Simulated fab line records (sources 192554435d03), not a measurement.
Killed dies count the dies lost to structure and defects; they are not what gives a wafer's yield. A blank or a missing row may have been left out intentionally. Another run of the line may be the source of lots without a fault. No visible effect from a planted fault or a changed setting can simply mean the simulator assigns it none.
Matching of chambers | flow n5Finfet | cvdCo-02 running N5_BEOL_M5_PRE_CLEAN_77: 3 sister chambers
The step time 15 s. 36 wafers are shown with their chamber, then 12 later ones without.

WAFERS PAIRED WITH THEIR CHAMBERS
wafer  | chamber | heaterPowerW (W) | rfFwdPowerW (W)
L075.2 | 1       | 78               | 295.9
L075.3 | 2       | 95               | 295.8
L075.5 | 1       | 77               | 296.5
L077.1 | 2       | 94               | 296.2
L077.2 | 1       | 75               | 297.2
L077.5 | 0       | 81               | 296.2
L078.1 | 0       | 79               | 297.3
L078.4 | 0       | 81               | 296.3
L078.6 | 1       | 75               | 297.4
L082.1 | 1       | 78               | 297.1
L082.5 | 1       | 78               | 297.3
L082.6 | 0       | 80               | 295.6
L079.2 | 1       | 74               | 297.1
L079.3 | 2       | 95               | 296.8
L079.4 | 0       | 77               | 297.5
L083.1 | 1       | 78               | 296.6
L083.3 | 2       | 94               | 296.0
L083.4 | 1       | 76               | 297.2
L085.1 | 0       | 81               | 295.1
L085.3 | 2       | 96               | 294.6
L085.6 | 2       | 94               | 296.5
L086.3 | 0       | 79               | 296.8
L086.4 | 0       | 79               | 295.8
L086.5 | 1       | 76               | 296.8
L087.1 | 1       | 76               | 296.4
L087.4 | 0       | 79               | 296.4
L087.5 | 2       | 97               | 297.7
L090.2 | 2       | 96               | 295.5
L090.4 | 1       | 78               | 297.2
L090.6 | 2       | 96               | 295.8
L088.1 | 0       | 79               | 296.0
L088.3 | 1       | 77               | 297.2
L088.6 | 0       | 81               | 296.8
L089.1 | 1       | 77               | 297.8
L089.3 | 2       | 94               | 296.0
L089.5 | 2       | 95               | 294.4

SIGNATURES (means of the wafers above)
reading      | chamber 0 | chamber 1 | chamber 2 | scatter within a chamber
heaterPowerW | 79.64     | 76.64     | 95.09     | 1.24
rfFwdPowerW  | 296.345   | 296.979   | 295.936   | 0.716
Rule: for a wafer and a chamber, the distance is found by dividing, reading by reading, the gap between the wafer's reading and the chamber's mean by the reading's scatter, squaring, summing and taking the root. If the next closest chamber is less than 2 further off than the closest, the wafer can't be placed; otherwise it belongs to the closest. The scatter: take each reading less its chamber's mean, square it, sum over the shown wafers, divide by the number of wafers less the number of chambers, and take the root.

WAFERS MISSING THEIR CHAMBER
wafer  | heaterPowerW (W) | rfFwdPowerW (W)
L091.1 | 84               | 295.9
L091.5 | 80               | 296.1
L091.6 | 74               | 297.4
L092.4 | 79               | 295.8
L092.5 | 95               | 296.1
L092.6 | 77               | 296.8
L094.2 | 81               | 296.7
L094.4 | 95               | 294.7
L094.6 | 97               | 296.3
L097.4 | 93               | 294.6
L097.5 | 80               | 295.4
L097.6 | 76               | 295.7

WHICH CHAMBER EACH WENT THROUGH
wafer  | from the rows above     | in truth
L091.1 | 0                       | 0
L091.5 | 0                       | 0
L091.6 | 1                       | 1
L092.4 | can't be placed: 0 or 1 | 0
L092.5 | 2                       | 2
L092.6 | can't be placed: 1 or 0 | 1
L094.2 | 0                       | 0
L094.4 | 2                       | 2
L094.6 | 2                       | 2
L097.4 | 2                       | 2
L097.5 | 0                       | 0
L097.6 | can't be placed: 1 or 0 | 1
9 of 12 placed correctly. Cannot be placed on the basis of these rows: 3; the candidates contain the true chamber in 3. Number placed wrongly: 0.
